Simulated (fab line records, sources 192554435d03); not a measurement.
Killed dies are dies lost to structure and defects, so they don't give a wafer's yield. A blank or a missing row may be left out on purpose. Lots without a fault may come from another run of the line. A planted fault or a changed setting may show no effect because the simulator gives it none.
Chamber matching | flow n5_finfet | N5_BEOL_M7_VIA_ETCH_34 on rie_diel-05: 4 sister chambers
The step etches SiCOH lowk in C4F6/O2, target depth 125.5 nm, time 50.5 s. 20 wafers are shown with their chamber, then 10 later ones without.

WAFERS WITH THEIR CHAMBER
wafer  | chamber | throttle_valve_pct (%) | rf_vpp_V (V) | showerhead_plenum_p_Torr (Torr)
L074.2 | 2       | 20.60                  | 646          | 2.86
L074.3 | 3       | 21.20                  | 669          | 2.79
L074.4 | 1       | 20.60                  | 651          | 2.92
L076.3 | 3       | 21.21                  | 669          | 2.79
L076.4 | 0       | 20.90                  | 681          | 2.81
L076.6 | 1       | 20.61                  | 650          | 2.92
L075.1 | 1       | 20.60                  | 650          | 2.92
L075.5 | 0       | 20.89                  | 680          | 2.81
L075.6 | 1       | 20.61                  | 651          | 2.92
L078.1 | 1       | 20.61                  | 649          | 2.92
L078.5 | 3       | 21.21                  | 666          | 2.79
L078.6 | 2       | 20.62                  | 644          | 2.86
L082.1 | 2       | 20.62                  | 646          | 2.85
L082.3 | 0       | 20.92                  | 680          | 2.80
L082.5 | 2       | 20.61                  | 644          | 2.85
L086.2 | 1       | 20.65                  | 648          | 2.91
L086.5 | 1       | 20.62                  | 649          | 2.91
L086.6 | 2       | 20.63                  | 644          | 2.85
L088.2 | 2       | 20.64                  | 645          | 2.85
L088.4 | 3       | 21.24                  | 666          | 2.78

SIGNATURES (means of the wafers above)
reading                  | chamber 0 | chamber 1 | chamber 2 | chamber 3 | scatter within a chamber
throttle_valve_pct       | 20.9033   | 20.6143   | 20.6200   | 21.2150   | 0.0161
rf_vpp_V                 | 680.33    | 649.71    | 644.83    | 667.50    | 1.17
showerhead_plenum_p_Torr | 2.8067    | 2.9171    | 2.8533    | 2.7875    | 0.00511
Rule: a wafer's distance from a chamber is the root of the sum, over the readings, of the square of ((its reading less the chamber's mean) divided by the reading's scatter). The wafer belongs to the nearest chamber; if the next one is less than 2 further off, it can't be placed. The scatter: the root of (the sum of the squares of (reading less its chamber's mean) over the shown wafers, divided by (wafers less chambers)).

WAFERS WITHOUT THEIR CHAMBER
wafer  | throttle_valve_pct (%) | rf_vpp_V (V) | showerhead_plenum_p_Torr (Torr)
L088.6 | 20.65                  | 644          | 2.85
L089.2 | 20.66                  | 649          | 2.91
L089.4 | 20.65                  | 645          | 2.84
L089.6 | 21.24                  | 667          | 2.78
L091.1 | 20.67                  | 650          | 2.91
L091.2 | 20.56                  | 681          | 2.80
L091.6 | 20.54                  | 681          | 2.80
L097.1 | 20.68                  | 644          | 2.84
L097.2 | 20.68                  | 648          | 2.90
L097.6 | 20.55                  | 679          | 2.79

WHICH CHAMBER EACH WENT THROUGH
wafer  | from the rows above | in truth
L088.6 | 2                   | 2
L089.2 | 1                   | 1
L089.4 | 2                   | 2
L089.6 | 3                   | 3
L091.1 | 1                   | 1
L091.2 | 0                   | 0
L091.6 | 0                   | 0
L097.1 | 2                   | 2
L097.2 | 1                   | 1
L097.6 | 0                   | 0
Placed correctly: 10 of 10. Can't be placed from these rows: 0. Placed wrongly: 0.
